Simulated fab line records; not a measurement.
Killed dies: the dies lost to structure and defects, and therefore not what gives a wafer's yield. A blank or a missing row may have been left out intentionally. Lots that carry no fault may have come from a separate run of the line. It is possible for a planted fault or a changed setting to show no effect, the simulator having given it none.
What tool caused it? ; flow nand harc ; 11 lots, 33 wafers sampled, at 6 steps of a route of 1302

WHAT THE GAUGES READ, wafer by wafer
NHARC_P_ZERO_WELL_CD_MEAS_24: target cd 720 nm.
lot;measured;on;cd nm (nm)
L296;day 1 22:38;cd sem-02;720 718 714
L298;day 2 18:37;cd sem-01;714 712 721
L302;day 4 10:46;cd sem-03;721 723 721
L304;day 5 06:32;cd sem-03;717 717 721
L305;day 5 16:35;cd sem-02;718 718 723
L307;day 6 12:35;cd sem-02;- - -
L308;day 6 22:35;cd sem-01;714 715 721
L312;day 8 14:37;cd sem-02;719 721 721
L317;day 10 16:46;cd sem-01;725 717 722
L318;day 11 02:38;cd sem-02;719 713 717
L319;day 11 12:36;cd sem-03;724 716 722

NHARC_END_SORT_01.
lot;measured;on;killed at array;killed at other;killed at periphery;killed dies;killed open;killed short
L307;day 28 19:41;prober-01;32 34 43;1 0 0;644 643 634;677 677 677;5 4 4;2 2 0

EACH LOT AND THE TOOL THAT RAN IT (in order: tool; ch and the chambers of the sampled wafers; start)
lot;NHARC_P_ZERO_WELL_EXPOSE_21;NHARC_P_ZERO_WELL_RTA_42;NHARC_P_GATE_STRIP_108;NHARC_P_GATE_DESCUM_48
L296;krf scanner-04 ch 0, day 1 22:29;rtp anneal-01 ch 0, day 2 03:30;rie diel-06 ch 0,2,3, day 5 07:31;rie diel-13 ch 0,1,3, day 5 18:44
L298;krf scanner-02 ch 0, day 2 18:28;rtp anneal-01 ch 0, day 2 23:05;rie diel-08 ch 0,2,3, day 5 21:22;rie diel-08 ch 1,2,3, day 6 08:40
L302;krf scanner-02 ch 0, day 4 10:37;rtp anneal-02 ch 0, day 4 15:17;rie diel-13 ch 0,1,3, day 7 19:35;rie diel-13 ch 0,2,3, day 8 06:59
L304;krf scanner-04 ch 0, day 5 06:23;rtp anneal-01 ch 0, day 5 11:03;rie diel-13 ch 0,3, day 8 13:36;rie diel-06 ch 0,1, day 9 01:01
L305;krf scanner-03 ch 0, day 5 16:26;rtp anneal-01 ch 0, day 5 21:05;rie diel-13 ch 1,2, day 8 18:53;rie diel-06 ch 1,2,3, day 9 06:09
L307;krf scanner-02 ch 0, day 6 12:26;rtp anneal-01 ch 0, day 6 16:53;-;-
L308;krf scanner-03 ch 0, day 6 22:26;rtp anneal-02 ch 0, day 7 03:03;rie diel-08 ch 0,3, day 10 03:59;rie diel-08 ch 1,2,3, day 10 15:22
L312;krf scanner-02 ch 0, day 8 14:27;rtp anneal-02 ch 0, day 8 19:01;rie diel-08 ch 0,1,2, day 12 00:21;rie diel-08 ch 0,1, day 12 11:40
L317;krf scanner-02 ch 0, day 10 16:37;rtp anneal-01 ch 0, day 10 21:17;rie diel-08 ch 0,1,2, day 13 17:26;rie diel-06 ch 1,2,3, day 14 04:52
L318;krf scanner-04 ch 0, day 11 02:29;rtp anneal-02 ch 0, day 11 07:10;rie diel-08 ch 0,2,3, day 14 02:19;rie diel-08 ch 0,2, day 14 13:38
L319;krf scanner-03 ch 0, day 11 12:26;rtp anneal-02 ch 0, day 11 17:13;rie diel-06 ch 0,1, day 14 12:19;rie diel-13 ch 0,3, day 14 23:39
- NHARC_P_ZERO_WELL_EXPOSE_21: exposes mask P NWELL, target cd 720 nm.
- NHARC_P_ZERO_WELL_RTA_42: time 300 s.
- NHARC_P_GATE_STRIP_108: strips in O2.
- NHARC_P_GATE_DESCUM_48: chemistry O2, time 3 s.

WHAT THE TOOLS THEMSELVES READ (means of the sampled wafers that have a number; where no wafer has one, the mark that the record gives instead)
NHARC_P_ZERO_WELL_EXPOSE_21.
lot;tool;reticle temp C (C)
L296;krf scanner-04;22.97
L298;krf scanner-02;22.92
L302;krf scanner-02;23.07
L304;krf scanner-04;23.07
L305;krf scanner-03;23.10
L307;krf scanner-02;23.05
L308;krf scanner-03;23.04
L312;krf scanner-02;22.93
L317;krf scanner-02;23.08
L318;krf scanner-04;23.03
L319;krf scanner-03;22.94

NHARC_P_ZERO_WELL_RTA_42.
lot;tool;lamp power pct (%);wafer_temp_C_max
L296;rtp anneal-01;36.8;1102.8
L298;rtp anneal-01;36.8;1103.3
L302;rtp anneal-02;32.8;1103.1
L304;rtp anneal-01;36.9;1103.9
L305;rtp anneal-01;36.9;1103.0
L307;rtp anneal-01;36.8;1103.7
L308;rtp anneal-02;32.8;1102.6
L312;rtp anneal-02;32.7;1102.5
L317;rtp anneal-01;36.9;1103.2
L318;rtp anneal-02;32.8;1102.9
L319;rtp anneal-02;32.8;1102.8

NHARC_P_GATE_STRIP_108.
lot;tool;drypump motor current A (A);o2 flow sccm (sccm);oes product au (a.u.);rf vpp V (V);showerhead plenum p Torr (Torr);throttle valve pct (%)
L296;rie diel-06;6.6;500.5;0.994;57.8;3.44;17.034
L298;rie diel-08;5.6;500.4;1.000;57.9;3.54;17.042
L302;rie diel-13;6.1;498.6;0.991;58.0;3.64;17.034
L304;rie diel-13;6.0;499.9;0.990;59.0;3.56;17.029
L305;rie diel-13;5.9;499.3;1.013;57.6;3.54;17.030
L308;rie diel-08;6.0;499.1;1.017;58.5;3.59;17.036
L312;rie diel-08;5.7;499.8;1.005;57.9;3.56;17.034
L317;rie diel-08;5.7;499.7;1.002;58.4;3.56;17.042
L318;rie diel-08;5.7;501.0;1.000;57.7;3.53;17.040
L319;rie diel-06;6.1;499.9;0.975;57.4;3.34;17.047

NHARC_P_GATE_DESCUM_48.
lot;tool;drypump motor current A (A);o2 flow sccm (sccm);oes product au (a.u.);rf vpp V (V);showerhead plenum p Torr (Torr);throttle valve pct (%)
L296;rie diel-13;6.1;198.9;1.002;57.9;1.98;11.317
L298;rie diel-08;5.5;199.9;0.996;57.2;1.86;11.301
L302;rie diel-13;6.0;199.9;1.000;58.0;1.92;11.315
L304;rie diel-06;5.8;199.5;0.973;56.8;1.80;11.318
L305;rie diel-06;6.3;199.7;0.997;58.5;1.86;11.302
L308;rie diel-08;5.5;199.2;1.002;57.8;1.86;11.310
L312;rie diel-08;5.8;199.6;0.997;58.0;1.91;11.298
L317;rie diel-06;6.3;200.3;0.987;57.4;1.86;11.309
L318;rie diel-08;5.8;199.7;0.990;58.3;1.99;11.307
L319;rie diel-13;6.2;200.2;1.002;57.2;1.97;11.310

THE ANSWER, worked out from the rows above alone
Rule: the usual values come from the lots themselves. Put in order of their means at a reading, lots are off if they are a third of the lots or fewer, leave a main group of 4 or more, and stand apart from it by a gap of 3 or more times the standard deviation of the main group's means; of several such gaps the widest counts. The tables above print the reading to a certain number of digits; a main group whose means all agree to those digits is not used. Also off: a lot with no number at a reading for which 4 or more lots have one. The other lots that the step has rows for count as sound. The gauges are gone through in route order, then the tools' own readings, and for those a lot's mean is taken as printed above. The first step at which some lot is off is used, and at that step the reading that is off furthest; a lot without a number counts as furthest.
Off at NHARC_P_ZERO_WELL_CD_MEAS_24 (cd nm): L307. Without a number there: L307. The main group: mean 719 nm, standard deviation 2.1.
If a tool, at a process step before that reading, ran all the lots that are off and no sound lot after the first of them, it fits. The gauges at NHARC_P_ZERO_WELL_CD_MEAS_24 are tried like those tools. No candidate that was tried fits.

WHAT THE SIMULATOR HAD PUT IN
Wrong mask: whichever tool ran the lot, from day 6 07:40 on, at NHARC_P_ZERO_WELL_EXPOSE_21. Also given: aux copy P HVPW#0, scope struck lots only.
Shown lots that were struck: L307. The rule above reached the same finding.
